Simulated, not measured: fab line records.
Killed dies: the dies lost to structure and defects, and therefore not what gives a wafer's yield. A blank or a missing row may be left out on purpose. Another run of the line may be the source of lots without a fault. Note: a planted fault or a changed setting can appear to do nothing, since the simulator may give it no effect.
Which tool is to blame? | flow n5 finfet | 72 wafers from 24 lots sampled at 2 of the route's 1938 steps

WHAT EACH GAUGE READ, for each wafer
N5_BEOL_M10_OCD_MEAS_38.
lot  | measured     | on     | trench depth nm (nm)
L074 | day 9 23:28  | ocd-01 | 148 147 147
L075 | day 10 18:11 | ocd-02 | 146 154 148
L077 | day 10 18:14 | ocd-01 | 148 146 151
L078 | day 10 21:25 | ocd-01 | 154 153 142
L076 | day 10 21:58 | ocd-01 | 150 148 147
L081 | day 11 07:57 | ocd-01 | 146 148 144
L079 | day 11 09:37 | ocd-02 | 150 144 150
L080 | day 11 19:35 | ocd-01 | 151 145 149
L082 | day 11 23:37 | ocd-01 | 146 146 151
L083 | day 12 11:03 | ocd-01 | 148 147 152
L084 | day 13 06:06 | ocd-01 | 148 151 149
L088 | day 13 09:22 | ocd-02 | 146 151 153
L085 | day 13 09:38 | ocd-01 | 142 153 150
L086 | day 13 14:34 | ocd-01 | 144 151 150
L087 | day 14 01:40 | ocd-02 | 142 150 149
L089 | day 14 08:34 | ocd-02 | 147 154 154
L090 | day 14 11:41 | ocd-02 | 152 148 149
L092 | day 14 11:51 | ocd-02 | 152 153 146
L091 | day 14 11:54 | ocd-02 | 141 150 149
L093 | day 14 18:49 | ocd-01 | 149 141 142
L094 | day 15 14:40 | ocd-01 | 153 150 150
L097 | day 15 16:02 | ocd-02 | 147 149 141
L096 | day 15 19:10 | ocd-01 | 146 154 145
L095 | day 15 19:32 | ocd-01 | 153 143 150

N5_BEOL_M11_OVL_MEAS_12.
lot  | measured     | on         | M11_OVL (nm)
L074 | day 10 04:23 | overlay-02 | 1.2 1.6 1.7
L075 | day 10 22:56 | overlay-01 | 1.0 1.5 0.4
L077 | day 10 22:44 | overlay-02 | -2.3 -0.9 -2.0
L078 | day 11 01:59 | overlay-01 | -0.2 -0.4 -0.1
L076 | day 11 03:05 | overlay-02 | 1.0 0.8 1.2
L081 | day 11 13:56 | overlay-01 | 0.3 -0.4 0.5
L079 | day 11 17:26 | overlay-01 | 0.7 1.1 0.8
L080 | day 12 02:42 | overlay-01 | -0.7 0.5 -0.2
L082 | day 12 06:36 | overlay-02 | 1.4 1.1 0.4
L083 | day 12 17:11 | overlay-02 | 0.2 1.8 0.6
L084 | day 13 13:18 | overlay-02 | -0.2 0.7 -0.5
L088 | day 13 16:36 | overlay-01 | 0.3 0.3 -0.3
L085 | day 13 16:52 | overlay-01 | 0.1 0.6 0.9
L086 | day 13 20:04 | overlay-02 | 0.6 0.7 1.3
L087 | day 14 05:39 | overlay-01 | 1.2 0.4 0.6
L089 | day 14 13:59 | overlay-02 | 0.5 0.4 0.0
L090 | day 14 16:20 | overlay-01 | 0.2 -0.1 -0.7
L092 | day 14 19:25 | overlay-01 | 0.1 -0.1 1.0
L091 | day 14 19:36 | overlay-02 | 0.3 -0.1 0.1
L093 | day 15 01:26 | overlay-01 | -0.8 1.0 -0.6
L094 | day 15 19:26 | overlay-01 | 1.4 0.3 0.5
L097 | day 15 20:23 | overlay-01 | -1.3 -0.4 -1.0
L096 | day 15 23:18 | overlay-02 | 0.1 -0.3 0.3
L095 | day 15 23:28 | overlay-01 | 0.5 0.7 0.9

WHICH TOOL RAN EACH LOT (tool, then ch and the chambers of the sampled wafers, then the start)
Record: no process step prior to these readings.

WHAT THE TOOLS THEMSELVES READ (means of the sampled wafers that have a number; where no wafer has one, the mark that the record gives instead)
The record holds no such reading with a usual standard deviation.

THE ANSWER, worked out from the rows above alone
Rule: usual is defined by the lots themselves. The widest of any qualifying gaps counts: lots, ordered by their means at a reading, are off when they make up no more than a third of the lots, leave a main group of 4 or more, and stand apart from it by 3 or more times the standard deviation of that group's means. The tables above print the reading to a certain number of digits; a main group whose means all agree to those digits is not used. A lot without any number at a reading at which 4 lots or more have one is off too. Where the step has rows for the other lots, those lots are counted as sound. Order of review: gauges by route order, followed by the tools' own readings, for which a lot's mean as printed above is used. At the first step where some lot is off, the reading lying furthest off is the one used; lots without a number count as furthest.
None of the lots is off at any reading shown; this tells nothing.

WHAT HAD BEEN PUT IN BY THE SIMULATOR
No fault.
